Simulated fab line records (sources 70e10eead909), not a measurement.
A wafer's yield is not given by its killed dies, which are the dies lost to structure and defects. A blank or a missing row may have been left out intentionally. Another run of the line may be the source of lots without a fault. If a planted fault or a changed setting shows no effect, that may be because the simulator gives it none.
fab line records	flow nand_harc
record: lots: 6	wafers: 18	last_day: 24
route steps=1159 shown P_GATE@143
lots that met no fault: taken from a fault-free run of the same line
start_h: hours from the record's opening day to when the first of the lot's shown wafers began	wait_h: time in hours since the lot's previous step	" identical to the entry in the row above	L1.1+2: several wafers, shown together as one row	- no value, or no start given	* or withheld: withheld	< > ~ a bound
route shown NAME@n: names a module that has steps shown in the file, with the first one's number in the route	usual: mean/standard deviation taken from wafers without a fault	same: alike in all rows	chamber/n: place in a boat	sites: readings site by site	_std_site: their standard deviation	_edge_site: inner sites' mean taken away from outer sites' mean	radius_mm: for every site, how far away it sits from the centre of the wafer	mask NAME#n: copy n	behind: the most recent tool/chamber to have shaped the wafer	hold: the reason the lot was held/the length of the hold in hours/how it ended	device: which transistor (n, p or np) failed to switch	end of line: the tests these same wafers got at the end of their route	a step given without rows: its recipe and nothing more	killed: at the first sort, the dies lost to defects and structure; wafer yield is something else	map: a wafer's dies, marking killed ones x, the rest . and places with no die _
set.NAME: the setting that was run; set.NAME@STEP: the one run at that earlier step	model.NAME: the simulator's own value behind a step, which no gauge read
a table for each step, a row for each wafer; lots at some steps of the route
services: when a tool's chamber went out of use (start_h, in hours from the record's first day, below 0 if earlier), for how many hours, and the reason
== steps ==
step: NHARC_P_GATE_INSPECT_28
usual: raw_defect_count: 7/3.3
lot.wafer	tool	chamber	start_h	wait_h	raw_defect_count
L676.1	defect_inspect-02	-	104.17	0.0	8
L676.4	"	-	"	"	5
L676.6	"	-	"	"	9
L682.2	defect_inspect-01	-	141.01	0.0	7
L682.3	"	-	"	"	9
L682.5	"	-	"	"	0
L684.1	defect_inspect-01	-	144.63	0.0	11
L684.3	"	-	"	"	6
L684.6	"	-	"	"	6
L685.1	defect_inspect-02	-	154.13	0.0	9
L685.2	"	-	"	"	7
L685.5	"	-	"	"	7
L688.1	defect_inspect-01	-	182.33	0.0	10
L688.3	"	-	"	"	10
L688.6	"	-	"	"	3
L697.3	defect_inspect-02	-	228.14	0.0	12
L697.4	"	-	"	"	9
L697.6	"	-	"	"	18
step: NHARC_P_GATE_DESCUM_31
recipe: time_s: 3	o2_flow_sccm: 200	ar_flow_sccm: 0	bias_power_w: 0	chemistry: O2
usual: chamber_pressure_mTorr: 59.99/0.05	drypump_motor_current_A: 5.7/0.43	oes_product_au: 1.001/0.012	rf_vpp_V: 57.7/1.1	showerhead_plenum_p_Torr: 1.90/0.096	throttle_valve_pct: 11.310/0.0087
lot.wafer	tool	chamber	start_h	wait_h	chamber_pressure_mTorr	drypump_motor_current_A	oes_product_au	rf_hours_counter_h	rf_vpp_V	showerhead_plenum_p_Torr	throttle_valve_pct
L676.4	rie_diel-09	2	104.23	0.1	60.01	5.6	0.975	7	59.1	1.99	11.303
L676.1	"	0	"	"	59.91	6.4	0.982	8	56.6	1.98	11.318
L676.6	"	3	"	"	59.97	5.6	1.022	-	58.3	2.03	11.313
L682.3	rie_diel-09	3	141.07	0.1	60.05	5.6	1.012	16	58.5	2.03	11.299
L682.2	"	1	"	"	60.04	5.0	1.012	14	55.5	1.81	11.305
L682.5	"	0	"	"	60.05	6.4	0.993	-	58.1	1.98	11.308
L684.3	rie_diel-09	2	144.79	0.2	59.99	5.6	0.983	17	57.1	1.99	11.308
L684.1	"	1	"	"	60.02	5.0	1.026	16	57.4	1.81	11.319
L684.6	"	3	"	"	59.97	5.6	1.016	-	57.3	2.03	11.322
L685.2	rie_diel-09	1	154.20	0.1	59.97	5.0	1.018	20	55.0	1.81	11.313
L685.1	"	2	"	"	60.06	5.6	0.983	21	57.9	1.99	11.297
L685.5	"	1	"	"	60.03	5.0	1.024	-	58.0	1.81	11.297
L688.3	rie_diel-09	3	182.40	0.1	59.97	5.6	1.002	34	58.0	2.03	11.306
L688.1	"	1	"	"	60.06	5.0	1.001	30	57.9	1.80	11.306
L688.6	"	2	"	"	59.94	5.6	0.981	-	58.3	1.98	11.304
L697.4	rie_diel-01	0	228.20	0.1	60.05	5.7	0.993	17	58.2	1.77	11.325
L697.3	"	1	"	"	59.96	6.0	0.998	18	57.0	1.82	11.303
L697.6	"	1	"	"	60.08	6.0	1.001	-	57.4	1.82	11.313
step: NHARC_P_GATE_ETCH_104
recipe: target_depth_a: 600	time_s: withheld	cf4_flow_sccm: 100	chf3_flow_sccm: 30	ar_flow_sccm: 0	rf_w: 500	bias_w: 200	chemistry: CF4/CHF3
step: NHARC_P_GATE_HM_OPEN_105
recipe: target_depth_a: 3600	o2_flow_sccm: 400	cos_flow_sccm: 20	ar_flow_sccm: 0	rf_w: 500	bias_w: 300	chemistry: O2/COS
usual: chamber_pressure_mTorr: 19.999/0.018	drypump_motor_current_A: 5.7/0.44	oes_product_au: 1.001/0.013	rf_vpp_V: 467/3.1	showerhead_plenum_p_Torr: 3.11/0.15	throttle_valve_pct: 28.330/0.0089
lot.wafer	tool	chamber	start_h	wait_h	chamber_pressure_mTorr	drypump_motor_current_A	oes_product_au	rf_hours_counter_h	rf_vpp_V	showerhead_plenum_p_Torr	throttle_valve_pct
L676.4	rie_diel-09	0	-	-	20.002	6.4	0.997	8	471	3.23	28.341
L676.1	"	1	"	"	19.968	5.0	1.025	7	465	2.96	28.342
L676.6	"	3	"	"	19.971	5.6	1.030	-	471	3.31	28.341
L682.2	rie_diel-09	3	-	-	20.008	5.6	1.013	16	472	3.30	28.339
L682.3	"	0	"	"	20.013	6.3	0.979	16	466	3.22	28.334
L682.5	"	2	"	"	19.979	5.6	0.983	-	468	3.24	28.339
L684.3	rie_diel-09	0	-	-	20.005	6.4	0.981	19	470	3.22	28.327
L684.1	"	1	"	"	19.975	5.0	1.011	17	464	2.96	28.316
L684.6	"	3	"	"	20.017	5.6	1.017	-	471	3.30	28.328
L685.2	rie_diel-09	0	-	-	19.981	6.4	0.979	22	470	3.22	28.324
L685.1	"	2	"	"	19.982	5.6	0.976	21	470	3.24	28.338
L685.5	"	3	"	"	20.033	5.6	1.005	-	470	3.30	28.338
L688.3	rie_diel-09	0	-	-	19.968	6.4	0.978	33	468	3.22	28.336
L688.1	"	2	"	"	20.019	5.6	0.990	31	468	3.23	28.334
L688.6	"	0	"	"	20.002	6.4	0.979	-	469	3.21	28.329
L697.3	rie_diel-01	3	-	-	19.997	6.2	1.007	17	466	3.09	28.320
L697.4	"	0	"	"	20.001	5.7	1.000	17	462	2.90	28.324
L697.6	"	3	"	"	20.014	6.2	1.000	-	467	3.09	28.318
step: NHARC_P_GATE_STRIP_106
recipe: o2_flow_sccm: 400	cos_flow_sccm: 20	ar_flow_sccm: 0	bias_w: 0	chemistry: O2/COS
step: NHARC_P_GATE_ETCH_114
recipe: target_depth_a: 300	overetch_a: 30	time_s: 16.5	ion_energy_ev: 100	cf4_flow_sccm: 80	o2_flow_sccm: 20	ar_flow_sccm: 0	rf_w: 300	bias_w: 100	chemistry: CF4/O2
usual: chamber_pressure_mTorr: 30.001/0.027	drypump_motor_current_A: 5.7/0.44	oes_o_777_au: 1.000/0.0042	oes_product_au: 0.999/0.012	rf_vpp_V: 197.6/1.5	showerhead_plenum_p_Torr: 1.33/0.064	throttle_valve_pct: 13.399/0.0085
lot.wafer	tool	chamber	start_h	wait_h	chamber_pressure_mTorr	drypump_motor_current_A	oes_o_777_au	oes_product_au	rf_hours_counter_h	rf_vpp_V	showerhead_plenum_p_Torr	throttle_valve_pct
L676.4	rie_diel-09	1	-	-	30.020	5.0	1.006	1.014	7	197.2	1.26	13.386
L676.1	"	3	"	"	29.985	5.6	0.999	1.015	9	198.8	1.42	13.398
L676.6	"	0	"	"	29.976	6.4	1.006	0.989	-	198.6	1.38	13.400
L682.3	rie_diel-09	1	-	-	29.974	5.0	1.003	1.011	14	195.7	1.26	13.388
L682.2	"	3	"	"	30.009	5.6	0.997	1.008	16	198.7	1.42	13.392
L682.5	"	1	"	"	30.012	5.0	0.999	1.016	-	196.5	1.26	13.393
L684.1	rie_diel-09	1	-	-	30.027	5.0	1.006	1.008	17	195.7	1.26	13.417
L684.3	"	0	"	"	30.018	6.4	1.003	0.975	19	199.5	1.38	13.395
L684.6	"	1	"	"	30.013	5.0	0.999	1.009	-	195.2	1.26	13.394
L685.2	rie_diel-09	2	-	-	29.998	5.6	1.004	0.995	21	199.1	1.39	13.393
L685.1	"	0	"	"	30.038	6.3	1.006	0.990	22	198.8	1.38	13.390
L685.5	"	1	"	"	29.966	5.0	1.001	1.028	-	196.4	1.26	13.401
L688.3	rie_diel-09	0	-	-	30.014	6.4	1.004	0.987	33	198.8	1.38	13.382
L688.1	"	1	"	"	29.992	5.0	0.998	1.012	31	196.5	1.26	13.415
L688.6	"	0	"	"	30.055	6.4	0.997	0.986	-	198.7	1.38	13.410
L697.4	rie_diel-01	3	-	-	29.980	6.2	1.000	1.012	17	195.6	1.32	13.417
L697.3	"	1	"	"	29.995	6.1	1.002	1.009	18	196.4	1.27	13.408
L697.6	"	2	"	"	30.054	5.6	1.003	0.993	-	197.3	1.31	13.387
step: NHARC_P_GATE_ETCH_32
recipe: target_depth_a: 1500	over_etch_frac: 1	over_etch_ion_energy_ev: 40	time_s: 100.1	hbr_flow_sccm: 150	cl2_flow_sccm: 50	rf_w: 400	icp_w: 400	bias_w: 100	chemistry: HBr/Cl2
usual: chamber_pressure_mTorr: 15.001/0.015	drypump_motor_current_A: 5.7/0.38	he_backside_leak_sccm: 2.7/0.31	oes_product_au: 0.998/0.0085	throttle_valve_pct: 26.407/0.0083
lot.wafer	tool	chamber	start_h	wait_h	chamber_pressure_mTorr	drypump_motor_current_A	he_backside_leak_sccm	oes_product_au	rf_hours_counter_h	throttle_valve_pct
L676.1	rie_si-01	2	105.22	-	14.995	5.6	2.9	1.006	1.3	26.400
L676.6	"	3	"	"	15.007	5.1	2.9	0.990	-	26.396
L676.4	"	0	"	"	14.990	5.6	2.7	1.013	-	26.404
L682.3	rie_si-04	0	141.67	-	14.992	6.3	2.3	1.012	0.4	26.416
L682.2	"	1	"	"	14.995	5.8	2.5	0.996	0.3	26.419
L682.5	"	1	"	"	14.974	5.8	2.5	1.000	-	26.409
L684.3	rie_si-04	3	146.19	-	15.038	4.7	2.7	0.985	0.4	26.394
L684.1	"	2	"	"	14.995	5.5	2.5	1.004	0.4	26.404
L684.6	"	0	"	"	14.976	6.2	2.4	1.000	-	26.418
L685.2	rie_si-04	1	154.79	-	14.990	5.8	2.6	1.000	0.5	26.401
L685.1	"	3	"	"	14.990	4.8	2.9	1.001	0.5	26.419
L685.5	"	1	"	"	15.000	5.8	2.6	0.996	-	26.403
L688.3	rie_si-01	2	182.96	-	15.000	5.6	2.9	1.002	0.3	26.412
L688.1	"	3	"	"	15.009	5.1	3.1	1.003	0.3	26.414
L688.6	"	2	"	"	15.024	5.5	3.1	0.995	-	26.421
L697.4	rie_si-01	1	228.88	-	14.990	5.7	2.3	0.989	0.9	26.409
L697.3	"	3	"	"	15.025	5.0	3.0	1.001	0.8	26.409
L697.6	"	1	"	"	14.986	5.7	2.3	1.005	-	26.417
step: NHARC_P_GATE_STRIP_108
recipe: o2_flow_sccm: 500	ar_flow_sccm: 0	bias_w: 0	chemistry: O2
step: NHARC_P_GATE_CD_MEAS_33
usual: cd_nm: 119.5/2.3
lot.wafer	tool	chamber	start_h	wait_h	cd_nm
L676.1	cd_sem-01	-	105.58	-	114.9
L676.4	"	-	"	"	118.7
L676.6	"	-	"	"	120.2
L682.2	cd_sem-02	-	142.01	-	116.9
L682.3	"	-	"	"	119.0
L682.5	"	-	"	"	118.0
L684.1	cd_sem-02	-	146.53	-	118.5
L684.3	"	-	"	"	118.7
L684.6	"	-	"	"	119.4
L685.1	cd_sem-01	-	155.16	0.2	114.8
L685.2	"	-	"	"	119.1
L685.5	"	-	"	"	117.0
L688.1	cd_sem-01	-	183.28	-	118.8
L688.3	"	-	"	"	117.4
L688.6	"	-	"	"	119.8
L697.3	cd_sem-03	-	229.22	-	122.8
L697.4	"	-	"	"	118.8
L697.6	"	-	"	"	120.8
step: NHARC_P_GATE_STRIP_35
recipe: time_s: 600	temp_c: 130	chemistry: SPM
step: NHARC_P_GATE_PRECLEAN_73
recipe: time_s: *	temp_c: 50	bath_age_min: 0	chemistry: SC1
step: NHARC_P_GATE_SRD_74
step: NHARC_P_GATE_ALD_36
recipe: target_thk_a: 200	pulse_time_s: 60	ald_cycles: 223	temp_c: 400	material: SiNx
usual: ald_cycles: 223/0	heater_power_outer_w: 532/52	heater_power_w: 852/78	precursor_pulse_height_rel: 1.000/0.022
lot.wafer	tool	chamber	start_h	wait_h	ald_cycles	heater_power_outer_w	heater_power_w	precursor_pulse_height_rel
L676.4	ald_sin-01	3	109.61	-	223	474	819	1.010
L676.1	"	0	110.68	-	223	620	985	0.970
L676.6	"	3	113.87	-	223	464	797	0.993
L682.3	ald_sin-04	2	142.46	-	223	502	808	1.022
L682.2	"	3	143.84	-	223	561	826	1.004
L682.5	"	0	149.37	-	223	472	781	1.003
L684.1	ald_sin-03	0	148.06	-	-	-	-	-
L684.3	"	1	149.14	-	-	-	-	-
L684.6	"	0	152.36	-	-	-	-	-
L685.2	ald_sin-04	3	157.70	-	-	-	-	-
L685.1	"	0	158.74	-	-	-	-	-
L685.5	"	1	159.78	-	-	-	-	-
L688.3	ald_sin-04	3	184.81	-	223	576	859	0.986
L688.1	"	1	186.93	-	223	585	863	0.993
L688.6	"	2	188.00	-	223	507	825	0.980
L697.4	ald_sin-03	3	229.67	-	223	500	758	0.965
L697.3	"	1	231.77	-	223	601	977	0.987
L697.6	"	0	234.92	-	223	488	819	0.996
step: NHARC_P_GATE_ETCHBACK_37
recipe: target_depth_a: 345	time_s: 17.2	chf3_flow_sccm: 50	o2_flow_sccm: 10	ar_flow_sccm: 200	rf_w: 500	bias_w: 200	chemistry: CHF3/O2
usual: chamber_pressure_mTorr: 25.002/0.022	drypump_motor_current_A: 5.6/0.46	oes_product_au: 0.96/0.037	rf_vpp_V: 370.4/2.4	showerhead_plenum_p_Torr: 2.39/0.11	throttle_valve_pct: 20.573/0.0092
lot.wafer	tool	chamber	start_h	wait_h	chamber_pressure_mTorr	drypump_motor_current_A	oes_product_au	rf_hours_counter_h	rf_vpp_V	showerhead_plenum_p_Torr	throttle_valve_pct
L676.1	rie_diel-01	3	-	-	25.030	6.2	0.94	28	369.9	2.39	20.582
L676.4	"	1	"	"	25.004	6.1	0.92	28	368.4	2.30	20.563
L676.6	"	3	"	"	25.011	6.2	0.94	-	370.7	2.39	20.574
L682.3	rie_diel-09	0	-	-	25.027	6.4	0.91	21	371.2	2.48	20.562
L682.2	"	1	"	"	24.999	5.0	0.92	20	366.7	2.27	20.567
L682.5	"	1	"	"	25.016	5.0	0.93	-	368.5	2.27	20.572
L684.3	rie_diel-01	3	-	-	24.980	6.2	0.99	2	370.5	2.38	20.557
L684.1	"	0	"	"	24.995	5.7	1.01	2	367.1	2.24	20.559
L684.6	"	1	"	"	24.988	6.0	1.00	-	368.7	2.30	20.572
L685.1	rie_diel-09	2	-	-	25.043	5.6	0.92	26	370.3	2.49	20.564
L685.2	"	3	"	"	25.042	5.6	0.94	28	372.9	2.54	20.568
L685.5	"	1	"	"	24.981	5.0	0.94	-	367.9	2.27	20.572
L688.3	rie_diel-03	1	-	-	25.027	4.7	1.00	49	373.5	2.52	20.582
L688.1	"	2	"	"	25.011	5.2	1.01	54	373.9	2.58	20.586
L688.6	"	3	"	"	24.990	5.3	1.00	-	369.1	2.27	20.580
L697.4	rie_diel-01	3	-	-	24.952	6.2	0.94	19	370.2	2.38	20.595
L697.3	"	1	"	"	24.972	6.0	0.94	20	367.9	2.29	20.575
L697.6	"	3	"	"	24.961	6.2	0.94	-	371.6	2.38	20.573
== services ==
tool	chamber	start_h	hours	kind
rie_diel-01	0	81.93	3.9	repair
rie_diel-09	0	86.10	-	clean
rie_diel-09	1	86.10	-	clean
rie_diel-09	1	86.10	-	consumable_replace:focus_ring
rie_diel-09	2	86.10	-	clean
rie_diel-09	2	86.10	-	consumable_replace:focus_ring
rie_diel-09	3	86.10	-	clean
rie_si-04	-	99.00	9.0	pm
ald_sin-03	-	102.00	10.0	pm
rie_si-01	1	104.80	2.3	repair
rie_diel-09	0	110.60	-	clean
rie_diel-09	1	110.60	-	clean
rie_diel-09	2	110.60	-	clean
rie_diel-09	3	110.60	-	clean
rie_si-01	1	121.95	4.6	repair
rie_si-01	-	127.00	9.0	pm
rie_diel-01	-	137.84	9.0	pm
rie_si-04	0	165.39	4.5	repair
rie_si-04	2	166.48	6.6	repair
rie_diel-03	-	167.17	1.2	repair
ald_sin-04	0	202.43	17.3	repair
rie_diel-03	2	209.91	12.3	repair
rie_diel-03	-	215.33	9.0	pm
rie_diel-09	3	216.37	5.0	repair
== key ==
first_sign: step: NHARC_P_GATE_ALD_36	reading: tool_record	direction: missing
effect none on later readings
met_at NHARC_P_GATE_ALD_36
struck_wafers L684.1,L684.3,L684.6,L685.1,L685.2,L685.5
later_rows_left_out L684.1,L684.3,L684.6,L685.1,L685.2,L685.5
sort_left_out L684.1,L684.3,L684.6,L685.1,L685.2,L685.5
tester_left_out L684,L685
onset_between 142.46 148.06
fault: kind: skipped_step_whole	tool: ald_sin-03,ald_sin-04	chamber: -	onset_h: 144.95	steps: NHARC_P_GATE_ALD_36	scope: struck_lots_only
tester_left_out: of these lots the tester's yield and bins aren't shown, on N5 and GAA mostly nor the transistor test; their killed dies are dies lost to structure and defects alone, not to doping, threshold or leakage, so they don't give the yield
sort_left_out: the simulated sort isn't trusted on such a fault, so these wafers' sort isn't shown, and their yield isn't known
later_rows_left_out: the simulator's readings of these wafers behind a module that went badly wrong aren't trusted and aren't shown, but for the sort
